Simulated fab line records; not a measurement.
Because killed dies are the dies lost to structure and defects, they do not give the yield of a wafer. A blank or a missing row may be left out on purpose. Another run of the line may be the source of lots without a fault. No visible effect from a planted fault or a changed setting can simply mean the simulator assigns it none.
fab line records	flow n5_finfet	part 1 of 2: steps 1 to 4 of 6
record lots=24	wafers=72	last_day=18
route steps=1938 shown STI_FIN_REVEAL@199 DUMMY_GATE@214 SD_EPI_N@271
lots that met no fault: taken from a fault-free run of the same line
start_h: start of the lot's first displayed wafer, in hours after the record's first day	wait_h: hours since the lot's step before	" unchanged from the row above	L1.1+2: a single row standing in for several wafers	- no value, or no start was given	* or withheld: withheld	< > ~ a bound
route shown NAME@n: a module of which the file shows steps, and the number in the route of the first	usual: the fault-free wafers' mean and standard deviation	same: alike in all rows	chamber/n: place in a boat	sites: per-site readings	_std_site: their standard deviation	_edge_site: the outer-site mean with the inner-site mean subtracted	radius_mm: for every site, how far away it sits from the centre of the wafer	mask NAME#n: copy n	behind: the tool/chamber that last shaped the wafer	hold: reason for holding the lot/hours on hold/outcome of the hold	device: which transistor (n, p or np) failed to switch	end of line: the same wafers' tests at the end of the route	for a step that has no rows: nothing shown but its recipe	killed: dies lost to structure and defects at the first sort, not the wafer's yield	map: per-die view of a wafer (x killed, . not killed, _ where there is no die)
set.NAME: the setting the step ran with; set.NAME@STEP: the setting that earlier step ran with	model.NAME: the simulator's own value behind a step, which no gauge read
steps of the route over a sample of lots; a table a step, a row a wafer
services: the hour from which a tool's chamber was out of use, counted from the record's first day as start_h (under 0 if before that day), plus the number of hours and why
## steps
# step N5_STI_FIN_REVEAL_ETCH_34
# recipe chemistry=H2	mode=isotropic	material=Si	target=Si	target_depth_a=9.7	temp_c=20	pressure_mtorr=4.5	icp_w=300	bias_w=0	h2_flow_sccm=7.5	he_flow_sccm=142.5
# usual drypump_motor_current_A=5.7/0.45	he_backside_leak_sccm=2.7/0.46	oes_product_au=0.999/0.019	throttle_valve_pct=25.6/0.54
lot.wafer	tool	chamber	start_h	wait_h	drypump_motor_current_A	he_backside_leak_sccm	oes_product_au	rf_hours_counter_h	throttle_valve_pct
L074.2	rie_si-04	2	36.21	0.1	6.0	3.2	1.020	49	26.9
L074.3	"	1	"	"	5.9	2.6	0.973	48	26.3
L074.4	"	0	"	"	6.0	2.4	0.991	124	25.5
L075.1	rie_si-03	2	43.78	0.2	6.0	2.5	1.017	3	25.0
L075.4	"	0	"	"	6.2	2.9	1.032	5	25.2
L075.6	"	1	"	"	5.0	3.2	0.980	-	25.4
L076.2	rie_si-03	0	48.35	0.1	6.2	2.6	1.022	5	25.2
L076.3	"	3	"	"	5.8	2.3	0.997	75	25.4
L076.5	"	1	"	"	5.0	3.2	0.973	-	25.4
L077.2	rie_si-04	2	54.81	0.1	6.0	3.2	1.002	50	26.9
L077.4	"	3	"	"	5.8	2.5	0.986	194	25.2
L077.5	"	3	"	"	5.8	2.5	0.995	-	25.2
L078.2	rie_si-02	3	61.23	0.1	5.6	2.5	1.034	130	25.3
L078.5	"	1	"	"	6.2	2.4	1.020	-	25.6
L078.6	"	2	"	"	4.9	2.9	1.014	-	26.3
L079.2	rie_si-04	2	69.25	0.1	6.0	3.2	1.004	50	26.9
L079.4	"	3	"	"	5.9	2.6	0.977	195	25.2
L079.6	"	0	"	"	6.0	2.4	0.978	-	25.5
L080.4	rie_si-03	0	75.30	0.1	6.2	2.7	1.018	6	25.2
L080.5	"	1	"	"	5.0	3.2	0.981	-	25.4
L080.6	"	2	"	"	6.0	2.4	1.019	-	25.0
L081.3	rie_si-03	3	81.22	0.1	5.8	2.3	1.000	76	25.4
L081.5	"	3	"	"	5.8	2.4	0.994	-	25.4
L081.6	"	2	"	"	6.1	2.5	1.018	-	25.0
L082.1	rie_si-03	2	85.25	0.2	6.0	2.3	1.019	4	24.9
L082.2	"	0	"	"	6.2	2.9	1.014	6	25.2
L082.3	"	3	"	"	5.8	2.4	0.995	76	25.4
L083.1	rie_si-04	3	91.24	0.2	5.8	2.7	0.990	195	25.2
L083.3	"	0	"	"	5.9	2.4	0.977	125	25.5
L083.4	"	1	"	"	5.9	2.5	0.978	49	26.3
L084.3	rie_si-03	0	98.19	0.1	6.2	2.7	1.010	6	25.2
L084.4	"	1	"	"	5.0	3.3	0.972	101	25.4
L084.6	"	2	"	"	6.0	2.4	1.007	-	24.9
L085.2	rie_si-02	1	103.63	0.1	6.2	2.4	1.012	112	25.6
L085.4	"	0	"	"	5.3	2.7	0.984	5	26.0
L085.6	"	0	"	"	5.3	2.4	0.984	-	26.0
L086.1	rie_si-03	0	110.23	0.2	6.2	2.6	1.010	6	25.2
L086.2	"	1	"	"	5.0	3.3	0.977	101	25.4
L086.4	"	2	"	"	6.0	2.6	1.006	4	25.0
L087.1	rie_si-03	0	115.32	0.2	6.2	2.8	1.021	7	25.2
L087.3	"	1	"	"	5.0	3.1	0.976	101	25.4
L087.6	"	2	"	"	6.0	2.6	1.019	-	25.0
L088.2	rie_si-03	1	121.07	0.1	5.0	3.3	0.990	101	25.4
L088.3	"	2	"	"	6.0	2.4	1.016	4	25.0
L088.6	"	0	"	"	6.2	2.7	1.025	-	25.2
L089.1	rie_si-04	3	127.71	0.2	5.9	2.6	0.988	196	25.2
L089.2	"	1	"	"	5.8	2.5	0.978	50	26.2
L089.3	"	0	"	"	5.9	2.4	0.991	126	25.5
L090.1	rie_si-02	2	131.93	0.2	4.9	2.4	1.012	76	26.3
L090.2	"	3	"	"	5.6	2.5	1.021	131	25.3
L090.3	"	0	"	"	5.3	2.5	0.974	5	26.0
L091.1	rie_si-03	1	138.29	0.2	4.9	3.1	0.964	101	25.4
L091.2	"	2	"	"	6.0	2.7	1.015	5	25.0
L091.6	"	1	"	"	5.0	3.4	0.974	-	25.4
L092.4	rie_si-04	0	143.79	0.1	6.0	4.0	0.983	-	25.5
L092.5	"	2	"	"	6.0	3.2	1.002	-	26.9
L092.6	"	1	"	"	5.9	2.6	0.974	-	26.2
L093.1	rie_si-03	1	150.35	0.2	5.0	3.2	0.981	102	25.4
L093.5	"	1	"	"	5.0	3.2	0.974	-	25.4
L093.6	"	2	"	"	6.0	2.6	1.013	-	25.0
L094.3	rie_si-02	1	157.08	0.1	6.2	2.4	1.005	113	25.6
L094.4	"	3	"	"	5.6	2.4	1.021	132	25.4
L094.6	"	2	"	"	4.9	3.3	1.004	-	26.3
L095.2	rie_si-02	1	161.65	0.1	6.2	2.3	1.012	113	25.6
L095.3	"	0	"	"	5.3	2.4	0.981	6	26.0
L095.6	"	3	"	"	5.7	2.4	1.025	-	25.4
L096.1	rie_si-02	1	169.16	0.2	6.2	2.4	1.011	113	25.6
L096.4	"	2	"	"	4.9	2.4	1.000	77	26.3
L096.6	"	3	"	"	5.6	2.3	1.025	-	25.4
L097.1	rie_si-04	3	174.62	0.2	5.9	2.5	0.981	0	25.6
L097.2	"	0	"	"	6.0	2.4	0.986	127	25.5
L097.4	"	1	"	"	5.9	2.6	0.972	51	26.3
# step N5_DUMMY_GATE_ALD_02
# recipe material=SiO2	target_thk_a=20	temp_c=300	ald_precursor_family=BDEAS	ald_co_reactant=O2-plasma	pulse_time_s=1	pressure_torr=2
# usual heater_power_w=469/59	precursor_pulse_height_rel=1.000/0.02
# same pulse_time_s=1
lot.wafer	tool	chamber	start_h	wait_h	heater_power_w	precursor_pulse_height_rel
L074.2	ald_sin-03	3	38.09	1.1	598	1.048
L074.3	"	0	"	"	490	1.011
L074.4	"	1	"	"	467	0.996
L075.1	ald_sin-02	3	44.62	0.0	465	0.967
L075.4	"	2	"	"	410	1.018
L075.6	"	3	"	"	474	0.984
L076.2	ald_sin-02	3	49.17	0.0	478	1.006
L076.3	"	1	"	"	525	0.989
L076.5	"	2	"	"	414	0.987
L077.2	ald_sin-03	2	57.20	1.6	432	0.977
L077.4	"	0	"	"	485	1.039
L077.5	"	0	"	"	487	0.985
L078.2	ald_sin-02	3	62.07	0.0	469	1.036
L078.5	"	2	"	"	420	0.991
L078.6	"	0	"	"	376	0.995
L079.2	ald_sin-04	2	70.28	0.3	533	1.031
L079.4	"	3	"	"	427	1.006
L079.6	"	0	"	"	498	0.975
L080.4	ald_sin-02	1	76.08	0.0	533	1.019
L080.5	"	1	"	"	512	1.001
L080.6	"	2	"	"	409	1.004
L081.3	ald_sin-02	0	83.16	1.2	377	1.013
L081.5	"	1	"	"	526	0.972
L081.6	"	0	"	"	379	0.989
L082.1	ald_sin-03	2	87.36	1.3	433	1.001
L082.2	"	1	"	"	463	0.993
L082.3	"	3	"	"	601	1.013
L083.1	ald_sin-02	3	92.08	0.1	474	0.969
L083.3	"	0	"	"	384	0.998
L083.4	"	1	"	"	513	1.023
L084.3	ald_sin-02	0	99.92	1.0	384	1.005
L084.4	"	1	"	"	519	0.989
L084.6	"	2	"	"	407	0.994
L085.2	ald_sin-04	0	105.16	0.8	514	0.996
L085.4	"	3	"	"	423	1.042
L085.6	"	3	"	"	422	1.035
L086.1	ald_sin-03	0	111.03	0.0	495	0.994
L086.2	"	3	"	"	603	1.021
L086.4	"	1	"	"	460	1.003
L087.1	ald_sin-02	3	116.12	0.0	490	0.977
L087.3	"	0	"	"	380	1.009
L087.6	"	2	"	"	414	0.995
L088.2	ald_sin-04	1	122.25	0.4	456	1.010
L088.3	"	3	"	"	432	1.004
L088.6	"	3	"	"	421	0.982
L089.1	ald_sin-04	3	128.50	0.0	420	0.996
L089.2	"	2	"	"	532	0.990
L089.3	"	0	"	"	502	0.940
L090.1	ald_sin-03	1	133.14	0.3	460	1.010
L090.2	"	2	"	"	424	0.965
L090.3	"	0	"	"	490	0.973
L091.1	ald_sin-04	1	139.08	0.0	451	0.985
L091.2	"	3	"	"	415	1.018
L091.6	"	3	"	"	437	0.989
L092.4	ald_sin-04	3	144.56	0.0	434	0.978
L092.5	"	1	"	"	456	0.996
L092.6	"	2	"	"	532	0.968
L093.1	ald_sin-02	2	151.15	0.0	416	1.002
L093.5	"	3	"	"	483	1.020
L093.6	"	2	"	"	418	0.962
L094.3	ald_sin-03	2	159.05	1.1	431	1.024
L094.4	"	0	"	"	489	1.005
L094.6	"	0	"	"	498	0.989
L095.2	ald_sin-02	1	162.45	0.0	541	0.998
L095.3	"	2	"	"	414	1.005
L095.6	"	0	"	"	391	0.994
L096.1	ald_sin-03	3	169.94	0.0	595	0.991
L096.4	"	0	"	"	490	0.997
L096.6	"	1	"	"	453	0.990
L097.1	ald_sin-03	3	175.42	0.0	599	1.010
L097.2	"	2	"	"	421	1.008
L097.4	"	0	"	"	484	1.009
# step N5_DUMMY_GATE_CMP_04
# recipe material=a-Si	post_cmp_clean=alkaline_brush
# usual motor_current_A=9.8/1.2	pad_life_wafers=1137/670	slurry_filter_dp_kPa=13.51/0.13	time_to_endpoint_s=13.2/2.2
lot.wafer	tool	chamber	start_h	wait_h	motor_current_A	pad_life_wafers	slurry_filter_dp_kPa	time_to_endpoint_s
L074.3	cmp-03	1	42.00	0.1	11.7	1657	13.66	11.6
L074.2	"	2	"	"	10.0	1658	13.42	14.8
L074.4	"	3	"	"	8.9	1659	13.28	18.2
L075.4	cmp-02	2	48.46	0.0	8.9	1530	13.31	15.6
L075.1	"	3	"	"	11.6	1531	13.53	13.0
L075.6	"	3	"	"	11.4	-	13.52	10.8
L076.2	cmp-02	2	53.04	0.0	8.9	1578	13.50	14.3
L076.3	"	3	"	"	11.7	1579	13.70	11.4
L076.5	"	2	"	"	8.6	-	13.40	17.0
L077.4	cmp-02	1	61.09	0.1	8.9	1645	13.53	15.4
L077.2	"	3	"	"	11.5	1647	13.45	12.5
L077.5	"	1	"	"	8.2	-	13.37	15.1
L078.2	cmp-03	1	65.97	0.1	11.6	1874	13.75	12.8
L078.6	"	3	"	"	8.1	-	13.61	15.7
L078.5	"	0	"	"	8.1	-	13.62	13.5
L079.4	cmp-04	1	74.13	0.0	9.7	1206	13.49	13.1
L079.2	"	3	"	"	10.0	1208	13.49	12.5
L079.6	"	1	"	"	9.4	-	13.35	10.9
L080.4	cmp-04	2	79.93	0.0	9.7	1248	13.51	14.6
L080.6	"	2	"	"	8.3	-	13.31	17.2
L080.5	"	3	"	"	10.1	-	13.49	13.9
L081.3	cmp-02	1	87.17	0.2	8.5	1851	13.53	15.4
L081.5	"	2	"	"	8.7	-	13.42	17.2
L081.6	"	3	"	"	11.0	-	13.55	13.5
L082.1	cmp-02	0	91.25	0.1	10.0	1903	13.44	12.9
L082.3	"	1	"	"	8.6	1904	13.53	15.3
L082.2	"	2	"	"	8.7	1905	13.50	13.5
L083.1	cmp-02	3	95.92	0.0	11.2	1938	13.34	11.4
L083.4	"	1	"	"	8.6	1940	13.36	10.7
L083.3	"	2	"	"	8.0	1941	13.57	13.5
L084.3	cmp-04	0	103.79	0.1	10.4	1357	13.65	9.2
L084.4	"	2	"	"	8.9	1359	13.76	10.8
L084.6	"	0	"	"	10.3	-	13.56	11.6
L085.2	cmp-03	2	109.00	0.0	10.4	144	13.35	15.2
L085.4	"	0	"	"	8.4	146	13.55	15.3
L085.6	"	2	"	"	9.9	-	13.64	14.3
L086.2	cmp-04	1	114.90	0.1	9.8	1447	13.69	13.0
L086.1	"	2	"	"	9.7	1448	13.25	15.3
L086.4	"	3	"	"	10.7	1449	13.18	14.1
L087.1	cmp-02	2	121.79	0.1	8.9	2107	13.48	11.1
L087.3	"	0	"	"	9.8	2109	13.62	12.9
L087.6	"	1	"	"	8.1	-	13.50	13.6
L088.3	cmp-03	1	126.09	0.0	12.3	282	13.58	10.7
L088.2	"	0	"	"	8.3	285	13.73	13.9
L088.6	"	1	"	"	11.9	-	13.38	11.6
L089.3	cmp-03	3	134.17	0.0	8.4	372	13.41	14.9
L089.1	"	0	"	"	8.6	373	13.38	12.8
L089.2	"	1	"	"	12.6	374	13.47	11.5
L090.1	cmp-03	0	136.98	0.0	8.5	408	13.47	11.9
L090.3	"	2	"	"	10.8	410	13.43	11.2
L090.2	"	3	"	"	8.7	411	13.57	15.0
L091.1	cmp-02	3	142.92	0.0	11.8	108	13.50	11.5
L091.2	"	2	"	"	8.6	111	13.68	12.4
L091.6	"	3	"	"	11.6	-	13.53	8.2
L092.4	cmp-03	2	148.51	0.1	10.3	477	13.29	15.6
L092.6	"	3	"	"	8.5	-	13.58	14.0
L092.5	"	0	"	"	8.4	-	13.58	12.8
L093.1	cmp-03	0	155.01	0.0	8.4	540	13.58	11.8
L093.5	"	0	"	"	8.4	-	13.64	11.8
L093.6	"	1	"	"	12.0	-	13.69	9.7
L094.3	cmp-03	0	162.89	0.0	8.8	624	13.76	17.4
L094.4	"	2	"	"	10.7	626	13.55	13.7
L094.6	"	0	"	"	8.7	-	13.34	14.3
L095.2	cmp-03	3	168.16	0.1	8.7	661	13.54	17.5
L095.3	"	1	"	"	11.5	663	13.37	8.8
L095.6	"	3	"	"	8.8	-	13.65	15.4
L096.1	cmp-04	3	173.83	0.1	9.9	1963	13.28	10.8
L096.4	"	1	"	"	9.9	1965	13.35	13.2
L096.6	"	2	"	"	9.2	-	13.51	13.6
L097.1	cmp-02	1	181.09	0.0	8.1	348	13.50	12.2
L097.4	"	3	"	"	10.5	350	13.39	9.5
L097.2	"	0	"	"	10.5	351	13.57	15.2
# step N5_DUMMY_GATE_ETCH_37
# recipe chemistry=N2/H2	target=SOC	target_depth_a=600	overetch_a=300	temp_c=40	ion_energy_ev=200	pressure_mtorr=30	source_w=840	bias_w=150	n2_flow_sccm=200	h2_flow_sccm=200
# usual drypump_motor_current_A=5.60/0.28	oes_product_au=0.62/0.06	rf_vpp_V=524.9/1.7	showerhead_plenum_p_Torr=2.59/0.054	throttle_valve_pct=17.84/0.19
lot.wafer	tool	chamber	start_h	wait_h	drypump_motor_current_A	oes_product_au	rf_hours_counter_h	rf_vpp_V	showerhead_plenum_p_Torr	throttle_valve_pct
L074.2	rie_diel-06	1	46.99	0.0	5.28	0.55	228	527.2	2.61	17.75
L074.3	"	3	"	"	5.30	0.72	28	523.2	2.50	17.87
L074.4	"	2	"	"	5.57	0.60	149	523.9	2.55	17.88
L075.1	rie_diel-05	2	53.48	0.0	5.58	0.73	15	525.8	2.61	17.89
L075.4	"	0	"	"	6.12	0.61	132	526.7	2.66	17.71
L075.6	"	2	"	"	5.60	0.73	-	525.6	2.61	17.89
L076.2	rie_diel-06	0	58.02	0.0	5.82	0.61	131	526.3	2.66	17.88
L076.3	"	2	"	"	5.56	0.59	152	524.2	2.55	17.89
L076.5	"	2	"	"	5.54	0.60	-	525.1	2.55	17.88
L077.2	rie_diel-05	1	65.87	0.0	5.29	0.67	55	524.6	2.60	17.63
L077.4	"	0	"	"	6.06	0.61	134	526.7	2.66	17.71
L077.5	"	1	"	"	5.30	0.67	-	525.2	2.60	17.63
L078.2	rie_diel-05	1	71.15	0.0	5.25	0.67	57	525.0	2.60	17.63
L078.5	"	1	"	"	5.26	0.67	-	524.4	2.60	17.63
L078.6	"	0	"	"	6.03	0.61	-	527.4	2.66	17.71
L079.2	rie_diel-05	0	78.94	0.0	6.01	0.61	139	526.2	2.66	17.72
L079.4	"	2	"	"	5.56	0.71	22	525.9	2.61	17.91
L079.6	"	1	"	"	5.32	0.67	-	526.6	2.60	17.65
L080.4	rie_diel-06	3	84.74	0.0	5.31	0.70	41	523.5	2.50	17.88
L080.5	"	1	"	"	5.28	0.54	-	525.8	2.60	17.78
L080.6	"	2	"	"	5.56	0.59	-	524.7	2.54	17.90
L081.3	rie_diel-01	2	92.19	0.0	5.28	0.55	200	524.6	2.52	17.77
L081.5	"	0	"	"	6.12	0.54	-	524.5	2.62	18.34
L081.6	"	3	"	"	5.77	0.61	-	526.7	2.64	17.55
L082.1	rie_diel-05	0	96.18	0.0	6.05	0.60	144	529.8	2.66	17.73
L082.2	"	3	"	"	5.55	0.57	193	525.1	2.51	17.85
L082.3	"	2	"	"	5.56	0.70	28	524.2	2.61	17.91
L083.1	rie_diel-05	0	100.72	0.0	6.04	0.61	145	527.4	2.65	17.74
L083.3	"	3	"	"	5.56	0.57	193	523.1	2.51	17.86
L083.4	"	1	"	"	5.28	0.66	65	523.5	2.60	17.66
L084.3	rie_diel-06	0	109.17	0.0	5.86	0.60	146	527.1	2.65	17.91
L084.4	"	1	"	"	5.28	0.54	247	527.0	2.60	17.81
L084.6	"	3	"	"	5.31	0.70	-	521.5	2.50	17.89
L085.2	rie_diel-05	3	113.95	0.0	5.55	0.57	196	522.6	2.51	17.85
L085.4	"	2	"	"	5.55	0.70	32	525.2	2.61	17.91
L085.6	"	2	"	"	5.55	0.70	-	523.9	2.61	17.92
L086.1	rie_diel-05	1	120.43	0.0	5.27	0.66	70	525.3	2.59	17.66
L086.2	"	3	"	"	5.55	0.56	198	522.5	2.51	17.86
L086.4	"	0	"	"	6.05	0.60	149	529.0	2.65	17.75
L087.1	rie_diel-01	3	126.71	0.0	5.75	0.60	178	526.1	2.64	17.56
L087.3	"	1	"	"	5.98	0.57	211	525.5	2.64	18.35
L087.6	"	2	"	"	5.25	0.54	-	523.2	2.52	17.77
L088.2	rie_diel-06	2	131.14	0.0	5.57	0.58	176	523.4	2.54	17.90
L088.3	"	3	"	"	5.32	0.67	54	521.2	2.49	17.89
L088.6	"	0	"	"	5.81	0.59	-	527.0	2.65	17.91
L089.1	rie_diel-01	1	139.02	0.0	5.95	0.56	217	526.1	2.63	18.36
L089.2	"	3	"	"	5.78	0.59	183	527.0	2.64	17.57
L089.3	"	2	"	"	5.27	0.55	217	523.2	2.52	17.80
L090.1	rie_diel-05	0	141.79	0.0	6.02	0.59	156	527.2	2.65	17.76
L090.2	"	3	"	"	5.56	0.56	205	524.1	2.50	17.87
L090.3	"	1	"	"	5.31	0.65	76	523.1	2.59	17.66
L091.1	rie_diel-05	3	147.73	0.0	5.55	0.56	206	522.6	2.50	17.87
L091.2	"	2	"	"	5.55	0.68	42	526.3	2.60	17.94
L091.6	"	2	"	"	5.55	0.69	-	523.4	2.60	17.95
L092.4	rie_diel-01	3	153.31	0.0	5.75	0.60	187	526.6	2.63	17.57
L092.5	"	1	"	"	5.98	0.56	-	526.1	2.63	18.37
L092.6	"	0	"	"	6.12	0.75	-	525.6	2.62	17.92
L093.1	rie_diel-05	3	159.82	0.0	5.57	0.56	210	522.8	2.50	17.88
L093.5	"	2	"	"	5.52	0.68	-	526.2	2.60	17.95
L093.6	"	1	"	"	5.26	0.65	-	524.3	2.59	17.68
L094.3	rie_diel-06	2	169.78	0.0	5.57	0.57	186	522.4	2.53	17.94
L094.4	"	0	"	"	5.84	0.59	170	524.4	2.64	17.95
L094.6	"	2	"	"	5.57	0.57	-	523.8	2.53	17.93
L095.2	rie_diel-05	2	173.07	0.0	5.55	0.68	48	526.4	2.60	17.93
L095.3	"	3	"	"	5.56	0.55	212	524.0	2.50	17.87
L095.6	"	2	"	"	5.56	0.68	-	524.8	2.60	17.95
L096.1	rie_diel-01	0	179.04	0.0	6.05	0.72	13	525.4	2.62	17.93
L096.4	"	1	"	"	5.97	0.55	230	525.0	2.63	18.39
L096.6	"	3	"	"	5.76	0.59	-	527.3	2.63	17.58
L097.1	rie_diel-01	3	187.85	0.0	5.73	0.59	199	527.0	2.63	17.61
L097.2	"	1	"	"	5.95	0.55	232	525.6	2.63	18.38
L097.4	"	0	"	"	6.08	0.71	15	525.9	2.61	17.93
